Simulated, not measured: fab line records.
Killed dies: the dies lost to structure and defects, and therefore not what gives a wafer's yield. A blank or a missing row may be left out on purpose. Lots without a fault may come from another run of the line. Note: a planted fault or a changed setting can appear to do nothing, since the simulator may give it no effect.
Matching of chambers || flow n5-finfet || rie-diel-04 running N5_BEOL_M15_VIA_ETCH_16: 4 sister chambers
The step etches SiO2 in C4F8/O2/Ar, target depth 1792.2 nm. 20 wafers are shown with their chamber, then 10 later ones without.

EACH WAFER AND ITS CHAMBER
{"wafer": "L075.1", "chamber": 1, "throttle-valve-pct (%)": 31.06, "showerhead-plenum-p-Torr (Torr)": 3.51, "rf-vpp-V (V)": 2234}
{"wafer": "L075.3", "chamber": 0, "throttle-valve-pct (%)": 31.15, "showerhead-plenum-p-Torr (Torr)": 3.56, "rf-vpp-V (V)": 2206}
{"wafer": "L075.6", "chamber": 0, "throttle-valve-pct (%)": 31.16, "showerhead-plenum-p-Torr (Torr)": 3.56, "rf-vpp-V (V)": 2206}
{"wafer": "L078.1", "chamber": 0, "throttle-valve-pct (%)": 31.16, "showerhead-plenum-p-Torr (Torr)": 3.56, "rf-vpp-V (V)": 2205}
{"wafer": "L078.4", "chamber": 2, "throttle-valve-pct (%)": 30.76, "showerhead-plenum-p-Torr (Torr)": 3.38, "rf-vpp-V (V)": 2216}
{"wafer": "L078.5", "chamber": 0, "throttle-valve-pct (%)": 31.16, "showerhead-plenum-p-Torr (Torr)": 3.56, "rf-vpp-V (V)": 2207}
{"wafer": "L081.1", "chamber": 1, "throttle-valve-pct (%)": 31.07, "showerhead-plenum-p-Torr (Torr)": 3.51, "rf-vpp-V (V)": 2233}
{"wafer": "L081.2", "chamber": 2, "throttle-valve-pct (%)": 30.73, "showerhead-plenum-p-Torr (Torr)": 3.38, "rf-vpp-V (V)": 2217}
{"wafer": "L081.5", "chamber": 1, "throttle-valve-pct (%)": 31.05, "showerhead-plenum-p-Torr (Torr)": 3.51, "rf-vpp-V (V)": 2233}
{"wafer": "L086.1", "chamber": 1, "throttle-valve-pct (%)": 31.07, "showerhead-plenum-p-Torr (Torr)": 3.50, "rf-vpp-V (V)": 2232}
{"wafer": "L086.2", "chamber": 3, "throttle-valve-pct (%)": 30.36, "showerhead-plenum-p-Torr (Torr)": 3.65, "rf-vpp-V (V)": 2231}
{"wafer": "L086.3", "chamber": 0, "throttle-valve-pct (%)": 31.16, "showerhead-plenum-p-Torr (Torr)": 3.55, "rf-vpp-V (V)": 2205}
{"wafer": "L085.2", "chamber": 2, "throttle-valve-pct (%)": 30.77, "showerhead-plenum-p-Torr (Torr)": 3.37, "rf-vpp-V (V)": 2215}
{"wafer": "L085.4", "chamber": 3, "throttle-valve-pct (%)": 30.36, "showerhead-plenum-p-Torr (Torr)": 3.65, "rf-vpp-V (V)": 2233}
{"wafer": "L085.6", "chamber": 2, "throttle-valve-pct (%)": 30.77, "showerhead-plenum-p-Torr (Torr)": 3.37, "rf-vpp-V (V)": 2214}
{"wafer": "L087.1", "chamber": 2, "throttle-valve-pct (%)": 30.76, "showerhead-plenum-p-Torr (Torr)": 3.37, "rf-vpp-V (V)": 2216}
{"wafer": "L087.2", "chamber": 0, "throttle-valve-pct (%)": 31.17, "showerhead-plenum-p-Torr (Torr)": 3.55, "rf-vpp-V (V)": 2205}
{"wafer": "L087.6", "chamber": 2, "throttle-valve-pct (%)": 30.77, "showerhead-plenum-p-Torr (Torr)": 3.37, "rf-vpp-V (V)": 2217}
{"wafer": "L090.3", "chamber": 2, "throttle-valve-pct (%)": 30.76, "showerhead-plenum-p-Torr (Torr)": 3.37, "rf-vpp-V (V)": 2215}
{"wafer": "L090.4", "chamber": 1, "throttle-valve-pct (%)": 31.08, "showerhead-plenum-p-Torr (Torr)": 3.50, "rf-vpp-V (V)": 2232}

SIGNATURES, as means of the wafers listed above
{"reading": "throttle-valve-pct", "chamber 0": 31.1600, "chamber 1": 31.0660, "chamber 2": 30.7600, "chamber 3": 30.3600, "scatter within a chamber": 0.011}
{"reading": "showerhead-plenum-p-Torr", "chamber 0": 3.5567, "chamber 1": 3.5060, "chamber 2": 3.3729, "chamber 3": 3.6500, "scatter within a chamber": 0.00498}
{"reading": "rf-vpp-V", "chamber 0": 2205.67, "chamber 1": 2232.80, "chamber 2": 2215.71, "chamber 3": 2232.00, "scatter within a chamber": 0.986}
Rule: for a wafer and a chamber, the distance is found by dividing, reading by reading, the gap between the wafer's reading and the chamber's mean by the reading's scatter, squaring, summing and taking the root. If the next closest chamber is less than 2 further off than the closest, the wafer can't be placed; otherwise it belongs to the closest. The scatter: take each reading less its chamber's mean, square it, sum over the shown wafers, divide by the number of wafers less the number of chambers, and take the root.

WAFERS WITHOUT THEIR CHAMBER
{"wafer": "L090.5", "throttle-valve-pct (%)": 31.08, "showerhead-plenum-p-Torr (Torr)": 3.50, "rf-vpp-V (V)": 2233}
{"wafer": "L089.2", "throttle-valve-pct (%)": 30.36, "showerhead-plenum-p-Torr (Torr)": 3.64, "rf-vpp-V (V)": 2232}
{"wafer": "L089.3", "throttle-valve-pct (%)": 30.76, "showerhead-plenum-p-Torr (Torr)": 3.37, "rf-vpp-V (V)": 2217}
{"wafer": "L089.5", "throttle-valve-pct (%)": 31.07, "showerhead-plenum-p-Torr (Torr)": 3.50, "rf-vpp-V (V)": 2233}
{"wafer": "L092.2", "throttle-valve-pct (%)": 31.17, "showerhead-plenum-p-Torr (Torr)": 3.54, "rf-vpp-V (V)": 2204}
{"wafer": "L092.3", "throttle-valve-pct (%)": 31.05, "showerhead-plenum-p-Torr (Torr)": 3.50, "rf-vpp-V (V)": 2233}
{"wafer": "L092.5", "throttle-valve-pct (%)": 31.18, "showerhead-plenum-p-Torr (Torr)": 3.54, "rf-vpp-V (V)": 2203}
{"wafer": "L097.2", "throttle-valve-pct (%)": 31.09, "showerhead-plenum-p-Torr (Torr)": 3.49, "rf-vpp-V (V)": 2231}
{"wafer": "L097.3", "throttle-valve-pct (%)": 31.20, "showerhead-plenum-p-Torr (Torr)": 3.54, "rf-vpp-V (V)": 2203}
{"wafer": "L097.4", "throttle-valve-pct (%)": 30.38, "showerhead-plenum-p-Torr (Torr)": 3.64, "rf-vpp-V (V)": 2230}

CHAMBER TAKEN BY EACH
{"wafer": "L090.5", "from the rows above": 1, "in truth": 1}
{"wafer": "L089.2", "from the rows above": 3, "in truth": 3}
{"wafer": "L089.3", "from the rows above": 2, "in truth": 2}
{"wafer": "L089.5", "from the rows above": 1, "in truth": 1}
{"wafer": "L092.2", "from the rows above": 0, "in truth": 0}
{"wafer": "L092.3", "from the rows above": 1, "in truth": 1}
{"wafer": "L092.5", "from the rows above": 0, "in truth": 0}
{"wafer": "L097.2", "from the rows above": 1, "in truth": 1}
{"wafer": "L097.3", "from the rows above": 0, "in truth": 0}
{"wafer": "L097.4", "from the rows above": 3, "in truth": 3}
Placed correctly: 10 of 10. From these rows, 0 cannot be placed. Wrongly placed: 0.
